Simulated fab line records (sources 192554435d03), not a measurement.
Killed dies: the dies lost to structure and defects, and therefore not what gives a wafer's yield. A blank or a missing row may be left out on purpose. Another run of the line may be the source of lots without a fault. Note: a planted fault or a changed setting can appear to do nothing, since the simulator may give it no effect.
Which tool is to blame?	flow n5-finfet	12 lots with 36 wafers sampled at 2 steps, on a route of 1938 steps

## WHAT THE GAUGES READ, wafer by wafer
N5_BEOL_M1_THK_MEAS_53: measures by xrf.
lot	measured	on	M1_THK (nm)
L075	day 7 00:01	film-metro-01	39.6 40.4 37.9
L077	day 7 06:19	film-metro-02	39.3 41.5 40.8
L079	day 7 17:16	film-metro-02	41.6 39.1 39.1
L081	day 8 04:38	film-metro-02	40.0 40.9 42.0
L083	day 8 14:16	film-metro-02	40.7 41.0 41.7
L085	day 9 08:02	film-metro-01	36.6 38.6 38.4
L087	day 9 15:14	film-metro-01	39.8 40.4 41.4
L089	day 10 03:28	film-metro-01	39.8 41.5 40.3
L091	day 10 14:59	film-metro-01	39.3 40.6 39.9
L093	day 11 01:25	film-metro-02	40.2 40.7 36.9
L095	day 11 15:34	film-metro-01	40.6 38.9 42.5
L096	day 12 02:37	film-metro-02	38.4 43.2 42.8

## WHICH TOOL RAN EACH LOT (tool, then ch and the chambers of the sampled wafers, then the start)
lot	N5_BEOL_M1_SPUTTER_79
L075	pvd-sputter-01, day 6 21:41
L077	pvd-sputter-01, day 7 04:00
L079	pvd-sputter-02, day 7 14:56
L081	pvd-sputter-01, day 8 02:17
L083	pvd-sputter-01, day 8 11:56
L085	pvd-sputter-02, day 9 05:43
L087	pvd-sputter-03, day 9 12:54
L089	pvd-sputter-02, day 10 01:02
L091	pvd-sputter-03, day 10 12:39
L093	pvd-sputter-01, day 10 23:05
L095	pvd-sputter-02, day 11 13:14
L096	pvd-sputter-02, day 12 00:17
- N5_BEOL_M1_SPUTTER_79: material Cu, target thk 4.5 nm, time 8.29 s.

## THE ANSWER, worked out from the rows above alone
Rule: what is usual is taken from the lots themselves. Put in order of their means at a reading, lots are off if they are a third of the lots or fewer, leave a main group of 4 or more, and stand apart from it by a gap of 3 or more times the standard deviation of the main group's means; of several such gaps the widest counts. A main group is skipped when, at the precision printed for the reading in the tables above, its means are all equal. A lot without any number at a reading at which 4 lots or more have one is off too. All remaining lots with rows at the step are treated as sound.
Nothing can be told from this: no lot is off at any reading shown.

## WHAT THE SIMULATOR HAD INSERTED
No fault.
